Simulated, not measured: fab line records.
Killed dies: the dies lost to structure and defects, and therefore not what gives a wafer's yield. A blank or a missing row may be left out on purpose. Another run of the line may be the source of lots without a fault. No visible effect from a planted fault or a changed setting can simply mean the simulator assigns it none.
fab line records + flow nand_harc
[record]
- lots = 14
- wafers = 42
- last_day = 33
route steps=1302 shown P_ZERO_WELL@14
lots with no fault: from the same line, run without faults
start_h: the number of hours between the record's first day and the start of the first shown wafer of the lot + wait_h: hours since the lot's step before + " the same as in the row above + L1.1+2: a single row standing in for several wafers + - no value, or no start given + * or withheld: withheld + < > ~ a bound
route shown NAME@n: NAME is a module with steps in the file, n the number in the route of the first one + usual: mean and standard deviation over wafers with no fault + same: alike in all rows + chamber/n: place in a boat + sites: the reading at each site + _std_site: the values' standard deviation + _edge_site: outer sites' mean less inner sites' + radius_mm: how far each site lies from the wafer's centre + mask NAME#n: copy n + behind: the last tool/chamber to shape the wafer + hold: why the lot was held/for how many hours/how that ended + device: the transistor (n, p or np) that didn't switch + end of line: the same wafers' tests at the end of the route + a step without rows: its recipe alone + killed: count of dies lost to structure and defects at first sort (not the wafer's yield) + map: shows each die of a wafer: x if killed, . if not, _ if none is there
set.NAME: the setting that was run; set.NAME@STEP: the one run at that earlier step + model.NAME: the simulator's own value behind a step, which no gauge read
the route's steps for a sample of lots (tables are steps, rows are wafers)
services: a tool's chamber out of use, with start hour (start_h, from the record's first day; less than 0 if before it), hours out, and reason
[[steps]]
[step NHARC_P_ZERO_WELL_CD_MEAS_11]
[recipe]
- target_cd_nm = 500
- landing_energy_ev = 500
[usual]
- cd_nm = 499.2/2.6
| lot.wafer | tool      | chamber | start_h | wait_h | cd_nm |
|-----------|-----------|---------|---------|--------|-------|
| L218.1    | cd_sem-02 | 0       | 21.13   | -      | 499.9 |
| L218.3    | "         | 0       | "       | "      | 501.2 |
| L218.5    | "         | 0       | "       | "      | 501.4 |
| L226.1    | cd_sem-01 | 0       | 101.34  | -      | 496.0 |
| L226.2    | "         | 0       | "       | "      | 497.1 |
| L226.5    | "         | 0       | "       | "      | 495.4 |
| L227.1    | cd_sem-01 | 0       | 111.23  | -      | 502.8 |
| L227.4    | "         | 0       | "       | "      | 503.8 |
| L227.5    | "         | 0       | "       | "      | 503.1 |
| L230.2    | cd_sem-02 | 0       | 141.24  | -      | 503.4 |
| L230.4    | "         | 0       | "       | "      | 501.6 |
| L230.6    | "         | 0       | "       | "      | 501.8 |
| L231.1    | cd_sem-01 | 0       | 151.32  | -      | 501.1 |
| L231.4    | "         | 0       | "       | "      | 502.5 |
| L231.5    | "         | 0       | "       | "      | 497.7 |
| L232.1    | cd_sem-01 | 0       | 161.24  | -      | 498.2 |
| L232.4    | "         | 0       | "       | "      | 496.4 |
| L232.6    | "         | 0       | "       | "      | 497.1 |
| L233.1    | cd_sem-03 | 0       | 171.24  | -      | 502.3 |
| L233.2    | "         | 0       | "       | "      | 503.5 |
| L233.4    | "         | 0       | "       | "      | 503.3 |
| L234.2    | cd_sem-03 | 0       | 181.26  | -      | 496.8 |
| L234.3    | "         | 0       | "       | "      | 498.5 |
| L234.5    | "         | 0       | "       | "      | 496.4 |
| L235.4    | cd_sem-02 | 0       | 191.25  | -      | 500.3 |
| L235.5    | "         | 0       | "       | "      | 499.7 |
| L235.6    | "         | 0       | "       | "      | 500.5 |
| L236.2    | cd_sem-03 | 0       | 201.24  | -      | 497.6 |
| L236.3    | "         | 0       | "       | "      | 497.6 |
| L236.5    | "         | 0       | "       | "      | 501.8 |
| L237.1    | cd_sem-02 | 0       | 211.24  | -      | 500.3 |
| L237.4    | "         | 0       | "       | "      | 500.3 |
| L237.6    | "         | 0       | "       | "      | 503.6 |
| L238.2    | cd_sem-02 | 0       | 221.24  | -      | 496.0 |
| L238.3    | "         | 0       | "       | "      | 496.7 |
| L238.5    | "         | 0       | "       | "      | 496.1 |
| L239.1    | cd_sem-03 | 0       | 231.24  | -      | 499.1 |
| L239.3    | "         | 0       | "       | "      | 502.8 |
| L239.6    | "         | 0       | "       | "      | 503.2 |
| L241.1    | cd_sem-02 | 0       | 251.25  | -      | 496.5 |
| L241.2    | "         | 0       | "       | "      | 494.2 |
| L241.4    | "         | 0       | "       | "      | 500.2 |
[step NHARC_P_ZERO_WELL_ETCH_62]
[recipe]
- target_depth_a = 130
- time_s = 6.5
- chf3_flow_sccm = 50
- ar_flow_sccm = 200
- rf_w = 500
- bias_w = 200
- chemistry = CHF3/Ar
[usual]
- drypump_motor_current_A = 5.7/0.41
- oes_product_au = 0.963/0.018
- rf_fwd_power_W = 487.6/1.7
- rf_vpp_V = 370.1/2.6
- showerhead_plenum_p_Torr = 2.32/0.11
- throttle_valve_pct = 20.218/0.0096
| lot.wafer | tool        | chamber | start_h | wait_h | drypump_motor_current_A | oes_product_au | rf_fwd_power_W | rf_hours_counter_h | rf_vpp_V | showerhead_plenum_p_Torr | throttle_valve_pct |
|-----------|-------------|---------|---------|--------|-------------------------|----------------|----------------|--------------------|----------|--------------------------|--------------------|
| L218.3    | rie_diel-12 | 2       | -       | -      | 5.3                     | 0.974          | 487.1          | 32                 | 370.2    | 2.34                     | 20.220             |
| L218.1    | "           | 3       | "       | "      | 5.7                     | 0.982          | 487.8          | 28                 | 371.7    | 2.44                     | 20.231             |
| L218.5    | "           | 1       | "       | "      | 5.7                     | 0.945          | 493.1          | -                  | 373.4    | 2.52                     | 20.205             |
| L226.1    | rie_diel-12 | 0       | -       | -      | 6.3                     | 0.953          | 488.2          | 0                  | 367.4    | 2.18                     | 20.234             |
| L226.2    | "           | 1       | "       | "      | 5.8                     | 0.948          | 491.7          | 0                  | 376.1    | 2.51                     | 20.223             |
| L226.5    | "           | 2       | "       | "      | 5.2                     | 0.974          | 488.2          | -                  | 369.4    | 2.33                     | 20.230             |
| L227.1    | rie_diel-04 | 1       | -       | -      | 5.7                     | 0.962          | 487.9          | 32                 | 372.1    | 2.35                     | 20.201             |
| L227.4    | "           | 3       | "       | "      | 5.5                     | 0.974          | 486.6          | 32                 | 368.7    | 2.22                     | 20.225             |
| L227.5    | "           | 2       | "       | "      | 5.1                     | 0.973          | 488.6          | -                  | 367.2    | 2.17                     | 20.223             |
| L230.4    | rie_diel-04 | 0       | -       | -      | 6.7                     | 1.002          | 487.9          | 40                 | 367.4    | 2.21                     | 20.220             |
| L230.2    | "           | 1       | "       | "      | 5.7                     | 0.971          | 486.2          | 39                 | 370.7    | 2.35                     | 20.225             |
| L230.6    | "           | 3       | "       | "      | 5.5                     | 0.971          | 485.2          | -                  | 366.6    | 2.22                     | 20.222             |
| L231.4    | rie_diel-12 | 3       | -       | -      | 5.6                     | 0.935          | 486.5          | 19                 | 373.1    | 2.42                     | 20.218             |
| L231.1    | "           | 1       | "       | "      | 5.8                     | 0.942          | 489.8          | 18                 | 373.9    | 2.51                     | 20.218             |
| L231.5    | "           | 3       | "       | "      | 5.6                     | 0.948          | 486.9          | -                  | 373.8    | 2.42                     | 20.211             |
| L232.1    | rie_diel-12 | 0       | -       | -      | 6.3                     | 0.966          | 489.3          | 22                 | 367.0    | 2.17                     | 20.212             |
| L232.4    | "           | 2       | "       | "      | 5.3                     | 0.989          | 488.3          | 22                 | 371.6    | 2.32                     | 20.217             |
| L232.6    | "           | 0       | "       | "      | 6.3                     | 0.965          | 487.8          | -                  | 366.4    | 2.17                     | 20.211             |
| L233.1    | rie_diel-12 | 1       | -       | -      | 5.8                     | 0.947          | 488.5          | 25                 | 373.1    | 2.50                     | 20.240             |
| L233.2    | "           | 2       | "       | "      | 5.3                     | 0.945          | 486.9          | 26                 | 369.7    | 2.32                     | 20.214             |
| L233.4    | "           | 3       | "       | "      | 5.7                     | 0.956          | 489.0          | 28                 | 372.7    | 2.42                     | 20.209             |
| L234.2    | rie_diel-01 | 2       | -       | -      | 5.9                     | 0.954          | 485.7          | 49                 | 371.2    | 2.35                     | 20.207             |
| L234.3    | "           | 3       | "       | "      | 5.8                     | 0.955          | 489.7          | 46                 | 366.5    | 2.25                     | 20.204             |
| L234.5    | "           | 3       | "       | "      | 5.8                     | 0.956          | 487.6          | -                  | 369.0    | 2.25                     | 20.204             |
| L235.5    | rie_diel-12 | 3       | -       | -      | 5.6                     | 0.970          | 484.9          | -                  | 371.2    | 2.41                     | 20.220             |
| L235.6    | "           | 1       | "       | "      | 5.8                     | 0.970          | 489.9          | -                  | 374.3    | 2.50                     | 20.217             |
| L235.4    | "           | 2       | "       | "      | 5.3                     | 0.965          | 487.5          | -                  | 370.1    | 2.32                     | 20.219             |
| L236.2    | rie_diel-01 | 0       | -       | -      | 5.7                     | 0.987          | 488.2          | 48                 | 372.4    | 2.40                     | 20.209             |
| L236.3    | "           | 1       | "       | "      | 5.6                     | 0.974          | 487.9          | 52                 | 372.4    | 2.46                     | 20.225             |
| L236.5    | "           | 1       | "       | "      | 5.6                     | 0.975          | 487.4          | -                  | 373.7    | 2.46                     | 20.207             |
| L237.1    | rie_diel-04 | 3       | -       | -      | 5.5                     | 0.958          | 485.3          | 5                  | 366.7    | 2.21                     | 20.227             |
| L237.4    | "           | 0       | "       | "      | 6.6                     | 0.958          | 489.6          | 7                  | 368.9    | 2.20                     | 20.216             |
| L237.6    | "           | 3       | "       | "      | 5.5                     | 0.952          | 486.4          | -                  | 367.3    | 2.21                     | 20.223             |
| L238.2    | rie_diel-12 | 1       | -       | -      | 5.8                     | 0.953          | 488.5          | 45                 | 374.5    | 2.50                     | 20.219             |
| L238.3    | "           | 2       | "       | "      | 5.3                     | 0.973          | 487.4          | 43                 | 368.5    | 2.31                     | 20.218             |
| L238.5    | "           | 1       | "       | "      | 5.8                     | 0.959          | 488.9          | -                  | 373.5    | 2.50                     | 20.214             |
| L239.3    | rie_diel-01 | 0       | -       | -      | 5.7                     | 0.969          | 486.4          | 5                  | 371.7    | 2.40                     | 20.224             |
| L239.1    | "           | 1       | "       | "      | 5.6                     | 0.961          | 486.0          | 5                  | 374.1    | 2.46                     | 20.195             |
| L239.6    | "           | 0       | "       | "      | 5.7                     | 0.973          | 488.2          | -                  | 371.3    | 2.40                     | 20.201             |
| L241.2    | rie_diel-01 | 3       | -       | -      | 5.8                     | 0.962          | 486.6          | 14                 | 367.6    | 2.24                     | 20.209             |
| L241.1    | "           | 0       | "       | "      | 5.7                     | 0.971          | 484.8          | 15                 | 372.4    | 2.39                     | 20.221             |
| L241.4    | "           | 2       | "       | "      | 5.9                     | 0.950          | 487.3          | 12                 | 369.7    | 2.34                     | 20.218             |
[step NHARC_P_ZERO_WELL_IMPLANT_57]
[recipe]
- energy_kev = 250
- dose_cm2 = 4e+12
- tilt_deg = 7
[usual]
- beam_energy_keV = 249.99/0.078
- beam_on_s = 9.97/0.22
- implant_ion_amu = 31/0
| lot.wafer | tool         | chamber | start_h | wait_h | beam_energy_keV | beam_on_s | implant_ion_amu |
|-----------|--------------|---------|---------|--------|-----------------|-----------|-----------------|
| L218.1    | implanter-01 | 0       | 22.95   | 0.1    | 250.15          | 10.09     | 31              |
| L218.3    | "            | 0       | "       | "      | 250.06          | 9.98      | 31              |
| L218.5    | "            | 0       | "       | "      | 250.01          | 10.20     | 31              |
| L226.1    | implanter-01 | -       | 103.18  | 0.1    | -               | -         | -               |
| L226.2    | "            | -       | "       | "      | -               | -         | -               |
| L226.5    | "            | -       | "       | "      | -               | -         | -               |
| L227.1    | implanter-01 | -       | 113.07  | 0.2    | -               | -         | -               |
| L227.4    | "            | -       | "       | "      | -               | -         | -               |
| L227.5    | "            | -       | "       | "      | -               | -         | -               |
| L230.2    | implanter-02 | 0       | 143.12  | 0.2    | 249.85          | 9.73      | 31              |
| L230.4    | "            | 0       | "       | "      | 249.92          | 9.95      | 31              |
| L230.6    | "            | 0       | "       | "      | 249.94          | 10.05     | 31              |
| L231.1    | implanter-01 | 0       | 153.14  | 0.2    | 249.98          | 10.02     | 31              |
| L231.4    | "            | 0       | "       | "      | 250.02          | 9.89      | 31              |
| L231.5    | "            | 0       | "       | "      | 249.94          | 10.31     | 31              |
| L232.1    | implanter-02 | 0       | 163.10  | 0.1    | 249.99          | 9.79      | 31              |
| L232.4    | "            | 0       | "       | "      | 250.08          | 10.01     | 31              |
| L232.6    | "            | 0       | "       | "      | 250.01          | 9.90      | 31              |
| L233.1    | implanter-02 | 0       | 173.18  | 0.2    | 250.03          | 10.33     | 31              |
| L233.2    | "            | 0       | "       | "      | 250.02          | 10.29     | 31              |
| L233.4    | "            | 0       | "       | "      | 250.08          | 10.32     | 31              |
| L234.2    | implanter-02 | 0       | 183.28  | 0.2    | 249.95          | 10.06     | 31              |
| L234.3    | "            | 0       | "       | "      | 249.98          | 9.90      | 31              |
| L234.5    | "            | 0       | "       | "      | 249.98          | 9.91      | 31              |
| L235.4    | implanter-02 | 0       | 193.19  | 0.2    | 250.04          | 9.98      | 31              |
| L235.5    | "            | 0       | "       | "      | 250.10          | 9.95      | 31              |
| L235.6    | "            | 0       | "       | "      | 250.05          | 10.06     | 31              |
| L236.2    | implanter-02 | 0       | 203.10  | 0.1    | 250.00          | 10.34     | 31              |
| L236.3    | "            | 0       | "       | "      | 249.90          | 10.09     | 31              |
| L236.5    | "            | 0       | "       | "      | 250.02          | 10.28     | 31              |
| L237.1    | implanter-02 | 0       | 213.25  | 0.2    | 250.02          | 9.72      | 31              |
| L237.4    | "            | 0       | "       | "      | 249.92          | 10.06     | 31              |
| L237.6    | "            | 0       | "       | "      | 250.01          | 10.20     | 31              |
| L238.2    | implanter-02 | 0       | 223.14  | 0.1    | 250.03          | 10.14     | 31              |
| L238.3    | "            | 0       | "       | "      | 249.90          | 9.79      | 31              |
| L238.5    | "            | 0       | "       | "      | 250.03          | 9.71      | 31              |
| L239.1    | implanter-01 | 0       | 233.09  | 0.2    | 249.95          | 9.93      | 31              |
| L239.3    | "            | 0       | "       | "      | 249.74          | 10.43     | 31              |
| L239.6    | "            | 0       | "       | "      | 249.94          | 10.25     | 31              |
| L241.1    | implanter-01 | 0       | 252.96  | 0.1    | 249.90          | 10.26     | 31              |
| L241.2    | "            | 0       | "       | "      | 250.10          | 9.92      | 31              |
| L241.4    | "            | 0       | "       | "      | 249.94          | 10.00     | 31              |
[step NHARC_P_ZERO_WELL_INSPECT_43]
[usual]
- raw_defect_count = 14/5.9
| lot.wafer | tool              | chamber | start_h | wait_h | raw_defect_count |
|-----------|-------------------|---------|---------|--------|------------------|
| L218.1    | defect_inspect-01 | -       | 27.61   | 0.6    | 16               |
| L218.3    | "                 | -       | "       | "      | 24               |
| L218.5    | "                 | -       | "       | "      | 15               |
| L226.1    | defect_inspect-01 | -       | 107.67  | 0.6    | 10               |
| L226.2    | "                 | -       | "       | "      | 28               |
| L226.5    | "                 | -       | "       | "      | 15               |
| L227.1    | defect_inspect-01 | -       | 117.46  | 0.6    | 11               |
| L227.4    | "                 | -       | "       | "      | 7                |
| L227.5    | "                 | -       | "       | "      | 9                |
| L230.2    | defect_inspect-02 | -       | 147.60  | 0.5    | 8                |
| L230.4    | "                 | -       | "       | "      | 12               |
| L230.6    | "                 | -       | "       | "      | 8                |
| L231.1    | defect_inspect-02 | -       | 157.68  | 0.6    | 8                |
| L231.4    | "                 | -       | "       | "      | 12               |
| L231.5    | "                 | -       | "       | "      | 14               |
| L232.1    | defect_inspect-02 | -       | 167.59  | 0.6    | 7                |
| L232.4    | "                 | -       | "       | "      | 13               |
| L232.6    | "                 | -       | "       | "      | 7                |
| L233.1    | defect_inspect-01 | -       | 177.85  | 0.6    | 11               |
| L233.2    | "                 | -       | "       | "      | 17               |
| L233.4    | "                 | -       | "       | "      | 22               |
| L234.2    | defect_inspect-01 | -       | 187.90  | 0.5    | 10               |
| L234.3    | "                 | -       | "       | "      | 9                |
| L234.5    | "                 | -       | "       | "      | 10               |
| L235.4    | defect_inspect-02 | -       | 197.72  | 0.2    | 27               |
| L235.5    | "                 | -       | "       | "      | 15               |
| L235.6    | "                 | -       | "       | "      | 19               |
| L236.2    | defect_inspect-01 | -       | 208.16  | 0.5    | 20               |
| L236.3    | "                 | -       | "       | "      | 14               |
| L236.5    | "                 | -       | "       | "      | 16               |
| L237.1    | defect_inspect-01 | -       | 217.85  | 0.6    | 19               |
| L237.4    | "                 | -       | "       | "      | 12               |
| L237.6    | "                 | -       | "       | "      | 15               |
| L238.2    | defect_inspect-01 | -       | 227.71  | 0.5    | 27               |
| L238.3    | "                 | -       | "       | "      | 16               |
| L238.5    | "                 | -       | "       | "      | 21               |
| L239.1    | defect_inspect-01 | -       | 237.73  | 0.6    | 23               |
| L239.3    | "                 | -       | "       | "      | 10               |
| L239.6    | "                 | -       | "       | "      | 9                |
| L241.1    | defect_inspect-01 | -       | 257.50  | 0.6    | 12               |
| L241.2    | "                 | -       | "       | "      | 7                |
| L241.4    | "                 | -       | "       | "      | 21               |
[[services]]
| tool         | chamber | start_h | hours | kind   |
|--------------|---------|---------|-------|--------|
| rie_diel-12  | 0       | -2.41   | -     | clean  |
| rie_diel-12  | 1       | -2.41   | -     | clean  |
| rie_diel-12  | 2       | -2.41   | -     | clean  |
| rie_diel-12  | 3       | -2.41   | -     | clean  |
| rie_diel-04  | -       | 2.73    | 9.0   | pm     |
| rie_diel-12  | 0       | 22.09   | -     | clean  |
| rie_diel-12  | 1       | 22.09   | -     | clean  |
| rie_diel-01  | -       | 29.99   | 9.0   | pm     |
| rie_diel-12  | 3       | 44.87   | 4.6   | repair |
| rie_diel-01  | 2       | 50.38   | 2.5   | repair |
| rie_diel-04  | 3       | 56.13   | 2.2   | repair |
| rie_diel-12  | 0       | 78.01   | 10.1  | repair |
| implanter-01 | -       | 89.98   | 3.9   | repair |
| rie_diel-12  | -       | 91.52   | 9.0   | pm     |
| implanter-02 | -       | 144.39  | 3.1   | repair |
| rie_diel-01  | -       | 148.08  | 0.7   | repair |
| rie_diel-12  | 0       | 180.17  | 12.2  | repair |
| rie_diel-04  | -       | 181.78  | 9.0   | pm     |
| implanter-01 | -       | 201.67  | 5.8   | repair |
| rie_diel-01  | -       | 206.99  | 9.0   | pm     |
| rie_diel-12  | -       | 236.59  | 7.4   | repair |
| rie_diel-04  | 2       | 241.91  | 2.1   | repair |
| rie_diel-04  | -       | 246.90  | 0.6   | repair |
| rie_diel-04  | 2       | 252.16  | 2.6   | repair |
[[key]]
[first_sign]
- step = NHARC_P_ZERO_WELL_IMPLANT_57
- reading = tool_record
- direction = missing
effect none on later readings
met_at NHARC_P_ZERO_WELL_IMPLANT_57
struck_lots L226,L227
later_rows_left_out L226.1,L226.2,L226.5,L227.1,L227.4,L227.5
sort_left_out L226.1,L226.2,L226.5,L227.1,L227.4,L227.5
tester_left_out L226,L227
not_acting_at NHARC_P_ZERO_WELL_CD_MEAS_11,NHARC_P_ZERO_WELL_ETCH_62,NHARC_P_ZERO_WELL_INSPECT_43
onset_between 22.95 103.18
[fault]
- kind = skipped_step_whole
- tool = implanter-01
- chamber = -
- onset_h = 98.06
- steps = NHARC_P_ZERO_WELL_IMPLANT_57
- scope = struck_lots_only
// tester_left_out: of these lots the tester's yield and bins aren't shown, on N5 and GAA mostly nor the transistor test; their killed dies are dies lost to structure and defects alone, not to doping, threshold or leakage, so they don't give the yield
// sort_left_out: the simulated sort isn't trusted on such a fault, so these wafers' sort isn't shown, and their yield isn't known
// later_rows_left_out: the simulator's readings of these wafers behind a module that went badly wrong aren't trusted and aren't shown, but for the sort
